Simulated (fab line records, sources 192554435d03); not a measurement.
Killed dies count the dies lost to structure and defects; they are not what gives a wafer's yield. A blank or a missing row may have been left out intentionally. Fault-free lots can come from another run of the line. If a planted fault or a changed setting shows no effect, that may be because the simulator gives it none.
One fault through the eyes of 2 desks || flow n5Finfet || each desk holds nothing but its own numbers, with what lay behind them at the end

## THE METROLOGY DESK
What the gauges read, lot by lot, whatever tool the lot ran on: means of the sampled wafers that have a number. Any lot whose mean is over 4 standard deviations away from the usual mean is out of limits and marked OUT; that distance is given in the brackets. Readings shown: 7 of its 10, picked as those furthest out on some lot.
Columns: A = DIBL_P at N5_BEOL_M4_RC_MEAS_101, usual 35.9 mV/V; B = IOFF_N at N5_BEOL_M4_RC_MEAS_101, usual 0.16 nA/um; C = ION_N at N5_BEOL_M4_RC_MEAS_101, usual 672 uA/um; D = ION_P at N5_BEOL_M4_RC_MEAS_101, usual 461 uA/um; E = SS_P at N5_BEOL_M4_RC_MEAS_101, usual 73.2 mV/dec; F = VT_N at N5_BEOL_M4_RC_MEAS_101, usual 250 mV; G = VT_P at N5_BEOL_M4_RC_MEAS_101, usual -251 mV
{"lot": "L738", "first seen here": "day 7 19:40", "A": 35.3, "B": 0.16, "C": 675, "D": 459, "E": 73.2, "F": 249, "G": -253}
{"lot": "L739", "first seen here": "day 8 15:25", "A": 35.8, "B": 0.16, "C": 674, "D": 469, "E": 73.2, "F": 247, "G": -247}
{"lot": "L750", "first seen here": "day 11 11:02", "A": 36.3, "B": 0.16, "C": 674, "D": 460, "E": 73.2, "F": 250, "G": -252}
{"lot": "L755", "first seen here": "day 12 09:31", "A": 36.9, "B": 0.15, "C": 666, "D": 446, "E": 73.6, "F": 252, "G": -256}
{"lot": "L758", "first seen here": "day 12 18:34", "A": 36.7, "B": 0.16, "C": 672, "D": 466, "E": 73.0, "F": 249, "G": -247}
{"lot": "L759", "first seen here": "day 12 23:56", "A": 35.7, "B": 0.14, "C": 671, "D": 460, "E": 73.6, "F": 251, "G": -254}
{"lot": "L760", "first seen here": "day 13 21:09", "A": 34.1, "B": 0.13, "C": 676, "D": 466, "E": 72.7, "F": 251, "G": -252}
{"lot": "L761", "first seen here": "day 13 23:44", "A": 32.6, "B": 0.11, "C": 657, "D": 457, "E": 72.3, "F": 256, "G": -253}
This desk's finding: nothing out of limits on any of the 8 lots.

## DESK OF THE TOOL OWNER: aldMetal-04
The tool's own readings at N5_HKMG_FIN_PWFM_ALD_03 (deposits TiN, target thk 2 nm, pulse time 1 s, purge time 3 s): means of the sampled wafers that have a number, for each lot that ran on this tool. Any lot whose mean is over 4 standard deviations away from the usual mean is out of limits and marked OUT; that distance is given in the brackets.
Columns: A = heaterPowerOuterW at N5_HKMG_FIN_PWFM_ALD_03, usual 535 W; B = heaterPowerW at N5_HKMG_FIN_PWFM_ALD_03, usual 887 W; C = precursorPulseHeightRel at N5_HKMG_FIN_PWFM_ALD_03, usual 1.004
{"lot": "L739", "first seen here": "day 4 13:29", "A": 583, "B": 943, "C": 1.015}
{"lot": "L750", "first seen here": "day 7 04:05", "A": 489, "B": 841, "C": 1.029}
This desk's finding: nothing out of limits on any of the 2 lots.

## TAKEN TOGETHER
From the metrology desk's view, nothing was out of limits.
The tool owner's desk saw nothing out of limits.

## WHAT THE SIMULATOR HAD INSERTED
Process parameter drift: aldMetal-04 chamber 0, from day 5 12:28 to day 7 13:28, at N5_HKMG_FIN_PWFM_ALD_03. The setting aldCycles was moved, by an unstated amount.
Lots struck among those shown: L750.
